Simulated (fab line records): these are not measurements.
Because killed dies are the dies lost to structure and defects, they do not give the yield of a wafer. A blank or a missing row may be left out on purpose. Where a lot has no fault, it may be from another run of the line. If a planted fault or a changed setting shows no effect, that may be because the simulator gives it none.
Matching of chambers / flow nand-harc / 3 sister chambers for NHARC_P_M0_PRE_CLEAN_31 on pecvd-02
The step time 12 s. 18 wafers are shown with their chamber, then 9 later ones without.

WAFERS WITH THEIR CHAMBER
wafer=L074.1; chamber=0; heater-power-w (W)=579; heater-power-outer-w (W)=358; susceptor-temp-C (C)=369.65
wafer=L074.2; chamber=1; heater-power-w (W)=670; heater-power-outer-w (W)=356; susceptor-temp-C (C)=369.97
wafer=L074.5; chamber=0; heater-power-w (W)=590; heater-power-outer-w (W)=360; susceptor-temp-C (C)=369.84
wafer=L075.1; chamber=2; heater-power-w (W)=563; heater-power-outer-w (W)=348; susceptor-temp-C (C)=369.81
wafer=L075.4; chamber=1; heater-power-w (W)=756; heater-power-outer-w (W)=414; susceptor-temp-C (C)=370.23
wafer=L075.5; chamber=2; heater-power-w (W)=567; heater-power-outer-w (W)=342; susceptor-temp-C (C)=370.16
wafer=L084.1; chamber=0; heater-power-w (W)=599; heater-power-outer-w (W)=367; susceptor-temp-C (C)=370.05
wafer=L084.3; chamber=1; heater-power-w (W)=710; heater-power-outer-w (W)=383; susceptor-temp-C (C)=369.94
wafer=L084.4; chamber=1; heater-power-w (W)=693; heater-power-outer-w (W)=378; susceptor-temp-C (C)=369.77
wafer=L088.3; chamber=0; heater-power-w (W)=623; heater-power-outer-w (W)=380; susceptor-temp-C (C)=370.07
wafer=L088.5; chamber=1; heater-power-w (W)=684; heater-power-outer-w (W)=361; susceptor-temp-C (C)=370.06
wafer=L088.6; chamber=2; heater-power-w (W)=565; heater-power-outer-w (W)=375; susceptor-temp-C (C)=369.87
wafer=L085.4; chamber=1; heater-power-w (W)=749; heater-power-outer-w (W)=404; susceptor-temp-C (C)=370.10
wafer=L085.5; chamber=2; heater-power-w (W)=485; heater-power-outer-w (W)=293; susceptor-temp-C (C)=370.01
wafer=L085.6; chamber=0; heater-power-w (W)=593; heater-power-outer-w (W)=369; susceptor-temp-C (C)=369.93
wafer=L089.1; chamber=2; heater-power-w (W)=543; heater-power-outer-w (W)=338; susceptor-temp-C (C)=370.07
wafer=L089.3; chamber=0; heater-power-w (W)=586; heater-power-outer-w (W)=353; susceptor-temp-C (C)=370.31
wafer=L089.6; chamber=1; heater-power-w (W)=717; heater-power-outer-w (W)=395; susceptor-temp-C (C)=369.78

SIGNATURES, as means of the wafers listed above
reading=heater-power-w; chamber 0=595.00; chamber 1=711.29; chamber 2=544.60; scatter within a chamber=28.5
reading=heater-power-outer-w; chamber 0=364.50; chamber 1=384.43; chamber 2=339.20; scatter within a chamber=21.2
reading=susceptor-temp-C; chamber 0=369.9750; chamber 1=369.9786; chamber 2=369.9840; scatter within a chamber=0.183
Rule: for a wafer and a chamber, the distance is found by dividing, reading by reading, the gap between the wafer's reading and the chamber's mean by the reading's scatter, squaring, summing and taking the root. If the next closest chamber is less than 2 further off than the closest, the wafer can't be placed; otherwise it belongs to the closest. The scatter is the square root of a quotient: the sum, over the shown wafers, of each reading's squared deviation from its chamber's mean, divided by wafers minus chambers.

WAFERS MISSING THEIR CHAMBER
wafer=L093.1; heater-power-w (W)=536; heater-power-outer-w (W)=312; susceptor-temp-C (C)=370.33
wafer=L093.2; heater-power-w (W)=748; heater-power-outer-w (W)=417; susceptor-temp-C (C)=369.76
wafer=L093.6; heater-power-w (W)=551; heater-power-outer-w (W)=328; susceptor-temp-C (C)=370.44
wafer=L092.2; heater-power-w (W)=656; heater-power-outer-w (W)=330; susceptor-temp-C (C)=370.12
wafer=L092.5; heater-power-w (W)=542; heater-power-outer-w (W)=338; susceptor-temp-C (C)=370.00
wafer=L092.6; heater-power-w (W)=634; heater-power-outer-w (W)=341; susceptor-temp-C (C)=370.09
wafer=L094.3; heater-power-w (W)=494; heater-power-outer-w (W)=310; susceptor-temp-C (C)=370.05
wafer=L094.4; heater-power-w (W)=635; heater-power-outer-w (W)=385; susceptor-temp-C (C)=369.75
wafer=L094.6; heater-power-w (W)=503; heater-power-outer-w (W)=302; susceptor-temp-C (C)=370.03

THE CHAMBER EACH PASSED THROUGH
wafer=L093.1; from the rows above=can't be placed: 2 or 0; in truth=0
wafer=L093.2; from the rows above=1; in truth=1
wafer=L093.6; from the rows above=can't be placed: 2 or 0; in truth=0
wafer=L092.2; from the rows above=can't be placed: 0 or 1 or 2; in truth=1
wafer=L092.5; from the rows above=2; in truth=2
wafer=L092.6; from the rows above=can't be placed: 0 or 2 or 1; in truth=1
wafer=L094.3; from the rows above=2; in truth=2
wafer=L094.4; from the rows above=can't be placed: 0 or 1 or 2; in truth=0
wafer=L094.6; from the rows above=2; in truth=2
4 of 9 placed correctly. Not placeable from these rows: 5 (in 5, the candidates include the true chamber). 0 placed wrongly.
